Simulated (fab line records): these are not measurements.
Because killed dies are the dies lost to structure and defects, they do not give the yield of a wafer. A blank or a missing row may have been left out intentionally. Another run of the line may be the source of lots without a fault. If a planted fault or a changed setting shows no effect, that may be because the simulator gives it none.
A struck lot beside a sound one	flow n5Finfet	18 steps out of a route of 1938
Sound: the wafers L880.1, L880.2, L880.5. Struck: wafer L888.5; the same lot's L888.3 was not struck, so it is left out; see the end for the cause.
For every step that has rows: the tool of each side, followed by ch and its chambers, followed by its first start. Under that, the readings that differ: sound wafers	struck wafers	difference of the means	sigmas: that difference in standard deviations of wafers without a fault.
alike: readings with means less than 2 such deviations apart, plus words and numbers identical on both sides. not compared: withheld readings, readings lacking a value on some wafer, bounds such as >300 that could conceal the same value, and numbers that have no deviation in the record and whose values overlap.
The two part at a step that has a row with sigmas, a row that says differs or no value, or rows on one side only. Numbers that have no deviation but don't overlap get no sigmas and don't part them. Lack of a reading on every wafer of one side parts them only where that side has two or more wafers.

first, 1 step without rows for these wafers: N5_MIM_TOP_LITHO_HARDBAKE_09 (time 120 s).
N5_MIM_TOP_LITHO_CD_MEAS_08: target cd 2000 nm.
  sound on cdSem-02 ch 0, day 15 01:19; struck on cdSem-02 ch 0, day 17 20:29
  alike: cdNm
N5_MIM_TOP_LITHO_OVL_MEAS_11:
  sound on overlay-01 ch 0, day 15 01:20; struck on overlay-01 ch 0, day 17 20:31
reading	sound	struck	difference	sigmas
MIM_TOP_OVL (nm)	-8 -12 -12	3	+14	+2
N5_MIM_TOP_LITHO_INSPECT_12: inspects for defects (macro).
  sound on defectInspect-02, day 15 01:22; struck on defectInspect-01, day 17 20:33
  alike: rawDefectCount
N5_MIM_TOP_LITHO_DESCUM_10: chemistry O2, time 7.9 s.
  sound on rieDiel-03 ch 0,3, day 15 01:40; struck on rieDiel-03 ch 3, day 17 20:59
  alike: drypumpMotorCurrentA, oesProductAu, rfVppV, showerheadPlenumPTorr, throttleValvePct
  not compared: rfHoursCounterH
N5_MIM_TOP_ETCH_ETCH_00: etches TiN in Cl2/BCl3, target depth 38.5 nm.
  sound on rieMetal-01 ch 0,1, day 15 01:46; struck on rieMetal-01 ch 1, day 17 21:07
  alike: drypumpMotorCurrentA, mfcArSccm, oesProductAu, throttleValvePct
  not compared: rfHoursCounterH
N5_MIM_TOP_ETCH_STRIP_01: strips in O2.
  sound on rieDiel-04 ch 1,2,3, day 15 01:54; struck on rieDiel-02 ch 0, day 17 21:21
  alike: drypumpMotorCurrentA, oesProductAu, rfVppV, showerheadPlenumPTorr, throttleValvePct
  not compared: rfHoursCounterH
N5_MIM_TOP_ETCH_PECVD_03: deposits SiNx from SiH4/NH3/N2, target thk 20 nm, time 17.6 s.
  sound on pecvd-04 ch 0,1,2, day 15 01:58; struck on pecvd-02 ch 2, day 17 21:26
  alike: heaterPowerW, showerheadPlenumPTorr, throttleValvePct
then, 4 steps without rows for these wafers: N5_MIM_BOT_LITHO_HMDS_01 (time 60 s); N5_MIM_BOT_LITHO_COAT_02; N5_MIM_BOT_LITHO_EBR_04; N5_MIM_BOT_LITHO_SOFTBAKE_03 (time 90 s).
N5_MIM_BOT_LITHO_EXPOSE_05: exposes mask MIM BOT.
  sound on krfScanner-01 ch 0, day 15 02:08; struck on krfScanner-01 ch 0, day 17 21:45
  alike: mask
then, 3 steps without rows for these wafers: N5_MIM_BOT_LITHO_PEB_06; N5_MIM_BOT_LITHO_DEVELOP_07 (develop time 60 s); N5_MIM_BOT_LITHO_HARDBAKE_09 (time 120 s).
N5_MIM_BOT_LITHO_CD_MEAS_08: target cd 3000 nm.
  sound on cdSem-01 ch 0, day 15 02:19; struck on cdSem-01 ch 0, day 17 21:55
reading	sound	struck	difference	sigmas
cdNm (nm)	3000.6 2999.9 3000.1	3051.6	+51.4	+34
N5_MIM_BOT_LITHO_OVL_MEAS_11:
  sound on overlay-02 ch 0, day 15 02:21; struck on overlay-01 ch 0, day 17 21:56
  alike: MIM_BOT_OVL

## WHERE THEY PART
Earliest at N5_MIM_TOP_LITHO_OVL_MEAS_11; latest, in this record, at N5_MIM_BOT_LITHO_CD_MEAS_08. Later steps at which nothing parts them and some readings are alike: N5_MIM_BOT_LITHO_OVL_MEAS_11.

WHY: the cause the simulator had injected
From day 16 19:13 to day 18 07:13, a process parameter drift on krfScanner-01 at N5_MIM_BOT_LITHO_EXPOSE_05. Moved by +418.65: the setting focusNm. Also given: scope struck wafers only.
